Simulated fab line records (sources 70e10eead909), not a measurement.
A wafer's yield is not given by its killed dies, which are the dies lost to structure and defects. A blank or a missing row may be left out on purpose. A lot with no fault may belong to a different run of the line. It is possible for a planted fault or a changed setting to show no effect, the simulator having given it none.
The tool behind it: which one? | flow nand_harc | 6 lots, 18 wafers sampled, at 5 steps of a route of 1302

## WHAT EACH GAUGE READ, for each wafer
NHARC_P_M2_CD_MEAS_09: target cd 170 nm.
lot  | measured     | on        | cd_nm (nm)
L864 | day 7 17:47  | cd_sem-03 | 170.4 170.1 169.5
L867 | day 8 15:39  | cd_sem-02 | 180.7 180.1 180.5
L876 | day 12 14:48 | cd_sem-02 | 170.2 170.7 170.0
L880 | day 13 19:30 | cd_sem-03 | 170.5 170.3 169.9
L883 | day 14 23:16 | cd_sem-03 | 170.4 170.0 169.3
L885 | day 16 01:58 | cd_sem-01 | 169.8 170.0 169.2

## WHAT TOOL EACH LOT RAN ON (gives the tool, then ch and the chambers of the sampled wafers, and finally the start)
lot  | NHARC_P_M1_PRE_CLEAN_30                 | NHARC_P_M1_ANNEAL_31             | NHARC_P_M1_PRE_CLEAN_32         | NHARC_P_M2_PEB_07
L864 | pvd_sputter-02, day 7 15:30 or earlier  | rtp_anneal-01 ch 0, day 7 15:30  | pecvd-03 ch 1, day 7 16:25      | litho_track-04 ch 0, day 7 17:42
L867 | pvd_sputter-02, day 8 13:26 or earlier  | rtp_anneal-02 ch 0, day 8 13:26  | pecvd-03 ch 0,1,2, day 8 14:20  | litho_track-04 ch 0, day 8 15:34
L876 | pvd_sputter-03, day 12 12:25 or earlier | rtp_anneal-02 ch 0, day 12 12:25 | pecvd-01 ch 0,2, day 12 13:20   | litho_track-04 ch 0, day 12 14:44
L880 | pvd_sputter-02, day 13 17:31 or earlier | rtp_anneal-01 ch 0, day 13 17:31 | pecvd-03 ch 0,1, day 13 18:18   | litho_track-04 ch 0, day 13 19:25
L883 | pvd_sputter-01, day 14 21:13 or earlier | rtp_anneal-01 ch 0, day 14 21:13 | pecvd-03 ch 0,1,2, day 14 22:05 | litho_track-04 ch 0, day 14 23:11
L885 | pvd_sputter-01, day 15 23:47 or earlier | rtp_anneal-01 ch 0, day 15 23:47 | pecvd-02 ch 0,1, day 16 00:38   | litho_track-04 ch 0, day 16 01:53
- NHARC_P_M1_PRE_CLEAN_30: time 30 s.
- NHARC_P_M1_ANNEAL_31: time 90 s.
- NHARC_P_M1_PRE_CLEAN_32: time 12 s.
- NHARC_P_M2_PEB_07: peb time 65 s.

## THE ANSWER, worked out from the rows above alone
Rule: what is usual is taken from the lots themselves. Put in order of their means at a reading, lots are off if they are a third of the lots or fewer, leave a main group of 4 or more, and stand apart from it by a gap of 3 or more times the standard deviation of the main group's means; of several such gaps the widest counts. If all means in a main group match to the digits the tables above print for the reading, that group is not used. Also off: a lot with no number at a reading for which 4 or more lots have one. Where the step has rows for the other lots, those lots are counted as sound.
Off, at NHARC_P_M2_CD_MEAS_09 on cd_nm: L867. Mean 170.0 nm and standard deviation 0.23 in the main group.
If a tool, at a process step before that reading, ran all the lots that are off and no sound lot after the first of them, it fits. The gauges at NHARC_P_M2_CD_MEAS_09 are tried like those tools. Because NHARC_P_M1_PRE_CLEAN_30 lacks a start for some lots, the hours and order of its lots are taken from NHARC_P_M1_ANNEAL_31. None of those tried fits.

## WHAT THE SIMULATOR PUT IN
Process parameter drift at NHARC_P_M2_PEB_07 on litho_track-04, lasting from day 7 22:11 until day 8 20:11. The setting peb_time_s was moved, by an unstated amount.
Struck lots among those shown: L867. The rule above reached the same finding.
